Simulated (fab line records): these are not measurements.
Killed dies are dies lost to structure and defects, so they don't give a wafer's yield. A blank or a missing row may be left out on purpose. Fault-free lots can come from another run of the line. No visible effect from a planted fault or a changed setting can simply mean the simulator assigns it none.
fab line records + flow nand_harc
[record]
- lots = 11
- wafers = 33
- last_day = 33
route steps=1302 shown A_BONDPAD@1231 THIN_TSV@1276 END@1302
lots that met no fault: from a run of the same line without faults
start_h: the number of hours between the record's first day and the start of the first shown wafer of the lot + wait_h: time in hours since the lot's previous step + " same as the row above + L1.1+2: one row covering several wafers at once + - no value present, or no start provided + * or withheld: withheld + < > ~ a bound
route shown NAME@n: NAME is a module with steps in the file, n the number in the route of the first one + usual: mean/standard deviation taken from wafers without a fault + same: alike in all rows + chamber/n: place in a boat + sites: the reading at each site + _std_site: the values' standard deviation + _edge_site: mean of outer sites minus mean of inner sites + radius_mm: for every site, how far away it sits from the centre of the wafer + mask NAME#n: copy n + behind: tool/chamber where the wafer was last shaped + hold: cause of the lot's hold/its duration in hours/its outcome + device: whichever transistor did not switch (one of n, p or np) + end of line: the route-end tests of the same wafers + a step without rows: its recipe alone + killed: at the first sort, the dies lost to defects and structure; wafer yield is something else + map: a wafer's dies, x killed, . not, _ none there
set.NAME: the setting that was run; set.NAME@STEP: the one run at that earlier step + model.NAME: the simulator's own value behind a step, which no gauge read
a sample of lots followed through the steps of the route, with each step as a table and each wafer as a row
services: a tool's chamber out of use, with start hour (start_h, from the record's first day; less than 0 if before it), hours out, and reason
[[steps]]
[step NHARC_A_BONDPAD_CMP_19]
[recipe]
- t_overpolish_s = 30
- cu_recess_touch_s = 16
- target_thk_nm = 169.82
[usual]
- edge_zone_pressure_frac = 1.001/0.0047
- motor_current_A = 12.0/0.62
- overpolish_run_s = 30.000/0.0088
[same]
- cu_recess_touch_s = 16
| lot.wafer | tool   | chamber | start_h | wait_h | edge_zone_pressure_frac | motor_current_A | overpolish_run_s |
|-----------|--------|---------|---------|--------|-------------------------|-----------------|------------------|
| L513.1    | cmp-03 | 0       | 544.19  | -      | 0.996                   | 12.6            | 29.986           |
| L513.2    | "      | 1       | "       | "      | 1.006                   | 11.4            | 29.985           |
| L513.5    | "      | 0       | "       | "      | 0.994                   | 12.2            | 29.989           |
| L512.4    | cmp-01 | 0       | 547.06  | -      | 1.004                   | 11.6            | 29.987           |
| L512.1    | "      | 2       | "       | "      | 0.998                   | 12.4            | 29.987           |
| L512.6    | "      | 1       | "       | "      | 1.006                   | 12.5            | 29.985           |
| L514.2    | cmp-01 | 3       | 564.45  | -      | 1.001                   | 12.5            | 30.010           |
| L514.1    | "      | 1       | "       | "      | 1.004                   | 12.9            | 30.000           |
| L514.3    | "      | 2       | "       | "      | 0.998                   | 11.6            | 29.982           |
| L521.2    | cmp-04 | 1       | 621.05  | -      | 1.008                   | 12.6            | 30.011           |
| L521.1    | "      | 2       | "       | "      | 1.006                   | 12.1            | 30.005           |
| L521.6    | "      | 2       | "       | "      | 0.999                   | 12.2            | 30.004           |
| L523.2    | cmp-04 | 2       | 652.43  | -      | 0.997                   | 12.7            | 30.004           |
| L523.4    | "      | 0       | "       | "      | 0.997                   | 12.4            | 30.017           |
| L523.6    | "      | 1       | "       | "      | 1.007                   | 12.7            | 30.007           |
| L527.1    | cmp-03 | 2       | 680.23  | -      | 0.998                   | 11.1            | 30.020           |
| L527.3    | "      | 0       | "       | "      | 1.004                   | 12.2            | 29.996           |
| L527.4    | "      | 1       | "       | "      | 1.004                   | 11.4            | 30.009           |
| L529.3    | cmp-04 | 3       | 685.59  | -      | 1.006                   | 12.2            | 29.999           |
| L529.6    | "      | 0       | "       | "      | 1.000                   | 12.1            | 29.993           |
| L529.5    | "      | 1       | "       | "      | 0.997                   | 12.9            | 29.997           |
| L532.1    | cmp-04 | 0       | 736.70  | -      | 1.002                   | 12.1            | 29.999           |
| L532.2    | "      | 1       | "       | "      | 1.009                   | 13.2            | 30.005           |
| L532.5    | "      | 1       | "       | "      | 1.001                   | 12.8            | 29.995           |
| L534.2    | cmp-03 | 2       | 747.13  | -      | 1.001                   | 11.6            | 29.994           |
| L534.3    | "      | 0       | "       | "      | 0.994                   | 12.1            | 30.008           |
| L534.4    | "      | 1       | "       | "      | 1.007                   | 11.5            | 29.994           |
| L535.1    | cmp-01 | 3       | 748.79  | -      | 1.004                   | 12.3            | 29.991           |
| L535.3    | "      | 1       | "       | "      | 1.002                   | 12.7            | 30.012           |
| L535.6    | "      | 0       | "       | "      | 0.990                   | 11.3            | 30.002           |
| L533.1    | cmp-04 | 3       | 750.43  | -      | 1.000                   | 11.7            | 29.997           |
| L533.4    | "      | 0       | "       | "      | 1.005                   | 11.9            | 30.009           |
| L533.5    | "      | 2       | "       | "      | 0.998                   | 12.4            | 30.011           |
[step NHARC_THIN_TSV_CMP_21]
[recipe]
- t_overpolish_s = 30
- target_thk_nm = 2000
[usual]
- edge_zone_pressure_frac = 1.000/0.005
- motor_current_A = 11.8/0.55
- overpolish_run_s = 30.000/0.0098
| lot.wafer | tool   | chamber | start_h | wait_h | edge_zone_pressure_frac | motor_current_A | overpolish_run_s |
|-----------|--------|---------|---------|--------|-------------------------|-----------------|------------------|
| L513.1    | cmp-03 | 0       | 558.21  | -      | 1.007                   | 12.4            | 30.011           |
| L513.2    | "      | 3       | "       | "      | 1.008                   | 11.8            | 30.007           |
| L513.5    | "      | 0       | "       | "      | 1.006                   | 11.9            | 29.997           |
| L512.4    | cmp-01 | 3       | 563.98  | -      | 1.003                   | 12.7            | 29.997           |
| L512.1    | "      | 0       | "       | "      | 1.001                   | 11.8            | 30.010           |
| L512.6    | "      | 3       | "       | "      | 1.001                   | 11.6            | 29.992           |
| L514.1    | cmp-02 | 1       | 581.41  | -      | 1.003                   | 12.1            | 30.002           |
| L514.3    | "      | 2       | "       | "      | 0.997                   | 11.3            | 30.009           |
| L514.2    | "      | 3       | "       | "      | 1.008                   | 11.6            | 29.990           |
| L521.2    | cmp-03 | 3       | 640.87  | -      | 1.003                   | 11.7            | 30.005           |
| L521.1    | "      | 0       | "       | "      | 0.996                   | 11.9            | 30.016           |
| L521.6    | "      | 3       | "       | "      | 1.002                   | 11.4            | 30.002           |
| L523.2    | cmp-01 | 2       | 674.72  | -      | 1.011                   | 11.6            | 29.998           |
| L523.4    | "      | 3       | "       | "      | 0.999                   | 11.6            | 29.995           |
| L523.6    | "      | 3       | "       | "      | 1.002                   | 12.7            | 29.986           |
| L527.4    | cmp-02 | 1       | 697.59  | -      | 0.996                   | 12.3            | 30.007           |
| L527.3    | "      | 3       | "       | "      | 0.998                   | 12.2            | 30.000           |
| L527.1    | "      | 0       | "       | "      | 1.002                   | 11.0            | 30.017           |
| L529.3    | cmp-03 | 0       | 702.96  | -      | 1.002                   | 12.4            | 29.998           |
| L529.6    | "      | 2       | "       | "      | 0.997                   | 11.3            | 29.998           |
| L529.5    | "      | 3       | "       | "      | 0.997                   | 11.4            | 29.995           |
| L532.1    | cmp-01 | 1       | 760.64  | -      | -                       | -               | -                |
| L532.2    | "      | 2       | "       | "      | -                       | -               | -                |
| L532.5    | "      | 0       | "       | "      | -                       | -               | -                |
| L534.3    | cmp-03 | 3       | 767.79  | -      | -                       | -               | -                |
| L534.4    | "      | 0       | "       | "      | -                       | -               | -                |
| L534.2    | "      | 1       | "       | "      | -                       | -               | -                |
| L535.1    | cmp-01 | 2       | 767.92  | -      | 1.002                   | 11.6            | 29.988           |
| L535.3    | "      | 3       | "       | "      | 1.011                   | 11.9            | 29.984           |
| L535.6    | "      | 2       | "       | "      | 1.000                   | 11.6            | 29.989           |
| L533.4    | cmp-01 | 2       | 769.47  | -      | -                       | -               | -                |
| L533.1    | "      | 0       | "       | "      | -                       | -               | -                |
| L533.5    | "      | 1       | "       | "      | -                       | -               | -                |
[step NHARC_THIN_TSV_CD_MEAS_33]
[recipe]
- target_cd_nm = 5000
- landing_energy_ev = 500
[usual]
- cd_nm = 5001.1/2.4
| lot.wafer | tool      | chamber | start_h | wait_h | cd_nm  |
|-----------|-----------|---------|---------|--------|--------|
| L513.1    | cd_sem-02 | 0       | 559.81  | -      | 5001.8 |
| L513.2    | "         | 0       | "       | "      | 5002.9 |
| L513.5    | "         | 0       | "       | "      | 4999.8 |
| L512.1    | cd_sem-02 | 0       | 565.54  | -      | 4999.3 |
| L512.4    | "         | 0       | "       | "      | 4999.2 |
| L512.6    | "         | 0       | "       | "      | 5002.2 |
| L514.1    | cd_sem-01 | 0       | 583.01  | -      | 4999.3 |
| L514.2    | "         | 0       | "       | "      | 5003.0 |
| L514.3    | "         | 0       | "       | "      | 5000.2 |
| L521.1    | cd_sem-01 | 0       | 642.46  | -      | 4999.3 |
| L521.2    | "         | 0       | "       | "      | 4999.5 |
| L521.6    | "         | 0       | "       | "      | 5002.4 |
| L523.2    | cd_sem-03 | 0       | 676.33  | -      | 4999.2 |
| L523.4    | "         | 0       | "       | "      | 4998.4 |
| L523.6    | "         | 0       | "       | "      | 5001.8 |
| L527.1    | cd_sem-03 | 0       | 699.20  | -      | 5003.0 |
| L527.3    | "         | 0       | "       | "      | 5003.8 |
| L527.4    | "         | 0       | "       | "      | 5002.0 |
| L529.3    | cd_sem-01 | 0       | 704.42  | -      | 5007.5 |
| L529.5    | "         | 0       | "       | "      | 5001.3 |
| L529.6    | "         | 0       | "       | "      | 5004.3 |
| L532.1    | cd_sem-02 | 0       | 763.36  | -      | 5000.5 |
| L532.2    | "         | 0       | "       | "      | 4999.7 |
| L532.5    | "         | 0       | "       | "      | 5000.9 |
| L534.2    | cd_sem-01 | 0       | 769.39  | -      | 5002.3 |
| L534.3    | "         | 0       | "       | "      | 5002.4 |
| L534.4    | "         | 0       | "       | "      | 5002.8 |
| L535.1    | cd_sem-03 | 0       | 769.61  | -      | 5001.9 |
| L535.3    | "         | 0       | "       | "      | 5001.2 |
| L535.6    | "         | 0       | "       | "      | 4999.3 |
| L533.1    | cd_sem-01 | 0       | 771.04  | -      | 4999.6 |
| L533.4    | "         | 0       | "       | "      | 4997.2 |
| L533.5    | "         | 0       | "       | "      | 5002.5 |
[step NHARC_THIN_TSV_STRIP_56]
[recipe]
- power_w = 1500
- temp_c = 250
- chemistry = O2
[usual]
- drypump_motor_current_A = 5.65/0.16
- heater_power_w = 313/31
- temp_c = 250.00/0.21
| lot.wafer | tool            | chamber | start_h | wait_h | drypump_motor_current_A | heater_power_w | rf_hours_counter_h | temp_c |
|-----------|-----------------|---------|---------|--------|-------------------------|----------------|--------------------|--------|
| L513.2    | plasma_asher-01 | 0       | 560.45  | 0.1    | 5.65                    | 268            | 6                  | 249.97 |
| L513.1    | "               | 1       | "       | "      | 5.57                    | 351            | 6                  | 249.52 |
| L513.5    | "               | 0       | "       | "      | 5.64                    | 273            | -                  | 250.24 |
| L512.1    | plasma_asher-02 | 0       | 566.24  | 0.1    | 5.47                    | 299            | 25                 | 249.85 |
| L512.4    | "               | 1       | "       | "      | 5.94                    | 336            | -                  | 250.05 |
| L512.6    | "               | 1       | "       | "      | 5.97                    | 336            | -                  | 249.85 |
| L514.1    | plasma_asher-02 | 1       | 583.66  | 0.1    | 5.97                    | 336            | 28                 | 250.32 |
| L514.2    | "               | 0       | "       | "      | 5.46                    | 303            | 28                 | 250.37 |
| L514.3    | "               | 1       | "       | "      | 6.00                    | 345            | -                  | 249.91 |
| L521.2    | plasma_asher-01 | 0       | 643.11  | 0.1    | 5.64                    | 272            | 25                 | 249.97 |
| L521.1    | "               | 1       | "       | "      | 5.56                    | 339            | 25                 | 250.14 |
| L521.6    | "               | 0       | "       | "      | 5.64                    | 277            | -                  | 250.08 |
| L523.2    | plasma_asher-02 | 0       | 677.02  | 0.1    | 5.47                    | 283            | 15                 | 250.00 |
| L523.4    | "               | 1       | "       | "      | 5.94                    | 336            | -                  | 250.33 |
| L523.6    | "               | 1       | "       | "      | 5.91                    | 336            | -                  | 249.98 |
| L527.1    | plasma_asher-02 | 0       | 699.89  | 0.1    | 5.47                    | 283            | 19                 | 250.00 |
| L527.3    | "               | 1       | "       | "      | 5.94                    | 352            | -                  | 249.81 |
| L527.4    | "               | 0       | "       | "      | 5.48                    | 283            | -                  | 250.00 |
| L529.3    | plasma_asher-02 | 1       | 705.72  | 0.7    | 5.92                    | 346            | -                  | 250.23 |
| L529.5    | "               | 0       | "       | "      | 5.49                    | 285            | -                  | 249.97 |
| L529.6    | "               | 1       | "       | "      | 5.96                    | 350            | -                  | 249.94 |
| L532.1    | plasma_asher-02 | 1       | 764.00  | 0.1    | 5.94                    | 339            | 32                 | 250.04 |
| L532.2    | "               | 0       | "       | "      | 5.46                    | 280            | 32                 | 249.77 |
| L532.5    | "               | 0       | "       | "      | 5.48                    | 283            | -                  | 249.67 |
| L534.2    | plasma_asher-01 | 1       | 770.04  | 0.1    | 5.60                    | 340            | 7                  | 250.12 |
| L534.3    | "               | 1       | "       | "      | 5.56                    | 347            | -                  | 250.19 |
| L534.4    | "               | 0       | "       | "      | 5.65                    | 288            | -                  | 249.94 |
| L535.1    | plasma_asher-02 | 0       | 770.30  | 0.1    | 5.47                    | 289            | 37                 | 249.77 |
| L535.3    | "               | 1       | "       | "      | 5.94                    | 340            | -                  | 250.18 |
| L535.6    | "               | 0       | "       | "      | 5.48                    | 281            | -                  | 249.90 |
| L533.1    | plasma_asher-01 | 1       | 771.73  | 0.1    | 5.56                    | 342            | 8                  | 250.01 |
| L533.4    | "               | 0       | "       | "      | 5.64                    | 298            | -                  | 249.73 |
| L533.5    | "               | 1       | "       | "      | 5.58                    | 344            | -                  | 249.94 |
[step NHARC_THIN_TSV_INSPECT_40]
[usual]
- raw_defect_count = 543/91
| lot.wafer | tool              | chamber | start_h | wait_h | raw_defect_count |
|-----------|-------------------|---------|---------|--------|------------------|
| L513.1    | defect_inspect-02 | -       | 565.77  | 0.4    | 678              |
| L513.2    | "                 | -       | "       | "      | 552              |
| L513.5    | "                 | -       | "       | "      | 477              |
| L512.1    | defect_inspect-01 | -       | 573.23  | 0.4    | 669              |
| L512.4    | "                 | -       | "       | "      | 667              |
| L512.6    | "                 | -       | "       | "      | 604              |
| L514.1    | defect_inspect-02 | -       | 589.04  | 0.4    | 521              |
| L514.2    | "                 | -       | "       | "      | 473              |
| L514.3    | "                 | -       | "       | "      | 591              |
| L521.1    | defect_inspect-02 | -       | 650.14  | 0.4    | 446              |
| L521.2    | "                 | -       | "       | "      | 405              |
| L521.6    | "                 | -       | "       | "      | 381              |
| L523.2    | defect_inspect-02 | -       | 682.21  | 0.4    | 463              |
| L523.4    | "                 | -       | "       | "      | 490              |
| L523.6    | "                 | -       | "       | "      | 452              |
| L527.1    | defect_inspect-02 | -       | 705.20  | 0.4    | 499              |
| L527.3    | "                 | -       | "       | "      | 568              |
| L527.4    | "                 | -       | "       | "      | 652              |
| L529.3    | defect_inspect-01 | -       | 711.03  | 0.4    | 629              |
| L529.5    | "                 | -       | "       | "      | 564              |
| L529.6    | "                 | -       | "       | "      | 535              |
| L532.1    | defect_inspect-01 | -       | 771.13  | 0.4    | 6268             |
| L532.2    | "                 | -       | "       | "      | 6430             |
| L532.5    | "                 | -       | "       | "      | 6223             |
| L535.1    | defect_inspect-01 | -       | 777.21  | 0.4    | 641              |
| L535.3    | "                 | -       | "       | "      | 562              |
| L535.6    | "                 | -       | "       | "      | 639              |
| L533.1    | defect_inspect-02 | -       | 777.21  | 0.4    | 6243             |
| L533.4    | "                 | -       | "       | "      | 6308             |
| L533.5    | "                 | -       | "       | "      | 6407             |
| L534.2    | defect_inspect-01 | -       | 777.22  | 0.4    | 6375             |
| L534.3    | "                 | -       | "       | "      | 6389             |
| L534.4    | "                 | -       | "       | "      | 6416             |
[step NHARC_END_SORT_01]
[recipe]
- temp_c = 25
[usual]
- defect_limited_yield = 92.3/2.7
- killed_at_array = 47/18
- killed_at_other = 0.9/1.1
- killed_at_periphery = 4/3.1
- killed_dies = 52/18
- killed_open = 3.1/1.5
- killed_short = 2.4/1.5
- sort_bin_2_pct = 2.7/1.2
- sort_bin_3_pct = 0.6/0.38
- sort_bin_4_pct = 4.5/1.5
- sort_n_pass = 625/18
- sort_rim_yield_pct = 89/4.5
- sort_yield_pct = 92.3/2.7
[same]
- gross_dies = 677
- sort_bin_5_pct[%] = 0
- sort_bin_6_pct[%] = 0
- sort_bin_7_pct[%] = 0
- sort_bin_8_pct[%] = 0
- sort_rim_n_gross = 106.00
| lot.wafer | tool      | chamber | start_h | wait_h | defect_limited_yield[%] | killed_at_array | killed_at_other | killed_at_periphery | killed_dies | killed_open | killed_short | sort_bin_2_pct[%] | sort_bin_3_pct[%] | sort_bin_4_pct[%] | sort_n_pass | sort_rim_yield_pct[%] | sort_yield_pct[%] |
|-----------|-----------|---------|---------|--------|-------------------------|-----------------|-----------------|---------------------|-------------|-------------|--------------|-------------------|-------------------|-------------------|-------------|-----------------------|-------------------|
| L532.1    | prober-02 | 0       | 774.18  | 2.5    | 0                       | 46              | 623             | 8                   | 677         | 3           | 1            | 2.8               | 92.3              | 4.9               | 0           | 0                     | 0                 |
| L532.2    | prober-02 | 0       | 774.97  | 2.8    | 0                       | 49              | 627             | 1                   | 677         | 6           | 2            | 4.3               | 92.6              | 3.1               | 0           | 0                     | 0                 |
| L532.5    | prober-02 | 0       | 777.34  | 3.7    | 0                       | 54              | 618             | 5                   | 677         | 4           | 1            | 3.5               | 91.9              | 4.6               | 0           | 0                     | 0                 |
| L533.1    | prober-01 | 0       | 780.28  | 2.5    | 0                       | 36              | 636             | 5                   | 677         | 2           | 1            | 1.8               | 94.2              | 4.0               | 0           | 0                     | 0                 |
| L533.4    | prober-01 | 0       | 782.66  | 3.4    | 0                       | 26              | 647             | 4                   | 677         | 2           | 1            | 0.9               | 96.0              | 3.1               | 0           | 0                     | 0                 |
| L533.5    | prober-01 | 0       | 783.46  | 3.7    | 0                       | 24              | 650             | 3                   | 677         | 4           | 4            | 1.6               | 96.2              | 2.2               | 0           | 0                     | 0                 |
| L534.2    | prober-01 | 0       | 788.88  | 2.8    | 0                       | 45              | 630             | 2                   | 677         | 0           | 0            | 2.7               | 93.2              | 4.1               | 0           | 0                     | 0                 |
| L534.3    | prober-01 | 0       | 789.68  | 3.1    | 0                       | 35              | 636             | 6                   | 677         | 1           | 1            | 1.2               | 94.2              | 4.6               | 0           | 0                     | 0                 |
| L534.4    | prober-01 | 0       | 790.48  | 3.4    | 0                       | 43              | 624             | 10                  | 677         | 4           | 1            | 2.4               | 92.5              | 5.2               | 0           | 0                     | 0                 |
// killed by level:class
L532.1 THIN_TSV:area_cmp=622 A_SLIT:chamber_film_flake=23 A_CHANNEL_HOLE_D1:chamber_film_flake=5 A_STAIRCASE:chamber_film_flake=5 A_CONTACT:chamber_film_flake=3 P_ZERO_WELL:chamber_film_flake=2 P_M2:chamber_film_flake=2 A_ZERO_WELL:chamber_film_flake=2
L532.2 THIN_TSV:area_cmp=623 A_SLIT:chamber_film_flake=23 A_STAIRCASE:chamber_film_flake=6 A_CHANNEL_HOLE_D1:chamber_film_flake=5 A_CHANNEL_HOLE_D2:chamber_film_flake=4 THIN_TSV:chamber_film_flake=3 A_CHANNEL_FILL_D1:geometric_particle:open=2 A_WL_FILL:chamber_film_flake=2
L532.5 THIN_TSV:area_cmp=616 A_SLIT:chamber_film_flake=17 A_CHANNEL_HOLE_D1:chamber_film_flake=13 A_CHANNEL_HOLE_D2:chamber_film_flake=5 A_STAIRCASE:chamber_film_flake=4 A_SGD_CUT:chamber_film_flake=4 A_ZERO_WELL:chamber_film_flake=3 P_M2:chamber_film_flake=2
L533.1 THIN_TSV:area_cmp=635 A_CONTACT:chamber_film_flake=13 A_SLIT:chamber_film_flake=10 A_CHANNEL_FILL_D1:chamber_film_flake=7 A_CHANNEL_HOLE_D2:chamber_film_flake=2 P_CONTACT:geometric_particle:open=1 P_M0:geometric_particle:short=1 A_M0:geometric_particle:open=1
L533.4 THIN_TSV:area_cmp=647 A_SLIT:chamber_film_flake=8 A_CONTACT:chamber_film_flake=6 A_CHANNEL_HOLE_D1:chamber_film_flake=3 A_CHANNEL_FILL_D1:chamber_film_flake=2 P_GATE:geometric_particle:open=1 A_DECK1_JOINT:geometric_particle:short=1 A_CHANNEL_FILL_D2:geometric_particle:open=1
L533.5 THIN_TSV:area_cmp=650 A_CONTACT:chamber_film_flake=6 A_SLIT:chamber_film_flake=4 A_DECK1_JOINT:geometric_particle:open=2 A_CHANNEL_HOLE_D1:chamber_film_flake=2 P_STI:geometric_particle:open=1 P_CONTACT:geometric_particle:open=1 A_CHANNEL_HOLE_D1:geometric_particle:short=1
L534.2 THIN_TSV:area_cmp=630 A_CHANNEL_HOLE_D2:chamber_film_flake=24 A_CHANNEL_HOLE_D1:chamber_film_flake=7 A_SLIT:chamber_film_flake=5 A_CONTACT:chamber_film_flake=3 A_ZERO_WELL:chamber_film_flake=2 A_SGD_CUT:chamber_film_flake=2 P_M2:chamber_film_flake=1
L534.3 THIN_TSV:area_cmp=636 A_CHANNEL_HOLE_D2:chamber_film_flake=15 A_CHANNEL_HOLE_D1:chamber_film_flake=8 A_CONTACT:chamber_film_flake=5 P_M2:chamber_film_flake=4 A_SLIT:chamber_film_flake=4 P_CONTACT:geometric_particle:open=1 A_CHANNEL_HOLE_D1:geometric_particle:short=1
L534.4 THIN_TSV:area_cmp=624 A_CHANNEL_HOLE_D2:chamber_film_flake=17 A_CHANNEL_HOLE_D1:chamber_film_flake=11 A_SLIT:chamber_film_flake=7 P_M2:chamber_film_flake=6 P_GATE:chamber_film_flake=2 A_ZERO_WELL:chamber_film_flake=2 A_CONTACT:chamber_film_flake=2
[[services]]
| tool            | chamber | start_h | hours | kind   |
|-----------------|---------|---------|-------|--------|
| cmp-04          | -       | 525.35  | 3.0   | repair |
| cmp-03          | -       | 549.84  | 1.4   | repair |
| cmp-03          | -       | 554.00  | 4.0   | pm     |
| cmp-03          | -       | 565.42  | 2.7   | repair |
| cmp-01          | -       | 569.85  | 1.3   | repair |
| cmp-01          | -       | 577.73  | 4.0   | pm     |
| cmp-03          | -       | 583.77  | 0.7   | repair |
| cmp-04          | -       | 600.14  | 1.1   | repair |
| plasma_asher-02 | -       | 603.00  | 9.0   | pm     |
| cmp-04          | -       | 610.11  | 4.0   | pm     |
| cmp-03          | -       | 619.62  | 1.4   | repair |
| cmp-01          | -       | 643.81  | 3.6   | repair |
| cmp-03          | -       | 652.00  | 4.0   | pm     |
| cmp-04          | -       | 661.17  | 1.6   | repair |
| cmp-04          | -       | 666.23  | 2.9   | repair |
| cmp-01          | -       | 675.73  | 4.0   | pm     |
| cmp-01          | -       | 695.01  | 23.1  | repair |
| cmp-04          | -       | 708.23  | 4.0   | pm     |
| cmp-01          | -       | 736.45  | 0.3   | repair |
| cmp-01          | -       | 737.12  | 4.7   | repair |
| cmp-04          | -       | 740.47  | 0.8   | repair |
| cmp-03          | -       | 750.00  | 4.0   | pm     |
| cmp-01          | -       | 758.19  | 0.2   | repair |
| cmp-03          | -       | 763.65  | 1.5   | repair |
[[key]]
[first_sign]
- step = NHARC_THIN_TSV_CMP_21
- reading = tool_record
- direction = missing
[effect]
- step = NHARC_THIN_TSV_INSPECT_40
- reading = raw_defect_count
- direction = up
- sigmas = 64
- usual = 543
- struck = 6340
[effect]
- step = NHARC_END_SORT_01
- reading = killed_at_other
- direction = up
- sigmas = 99+
- usual = 0.9
- struck = 632.3
[more_kills_born_at]
- NHARC_THIN_TSV_CMP_21@cmp-01 = 3793
- NHARC_THIN_TSV_CMP_21@cmp-03 = 1890
met_at NHARC_THIN_TSV_CMP_21
struck_lots L532,L533,L534
later_rows_left_out L532.1,L532.2,L532.5,L533.1,L533.4,L533.5,L534.2,L534.3,L534.4
not_acting_at NHARC_A_BONDPAD_CMP_19,NHARC_THIN_TSV_CD_MEAS_33,NHARC_THIN_TSV_STRIP_56
onset_between 702.96 760.64
[fault]
- kind = skipped_step_whole
- tool = cmp-01,cmp-03
- chamber = -
- onset_h = 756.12
- steps = NHARC_THIN_TSV_CMP_21
- scope = struck_lots_only
// later_rows_left_out: the simulator's readings of these wafers behind a module that went badly wrong aren't trusted and aren't shown, but for the sort
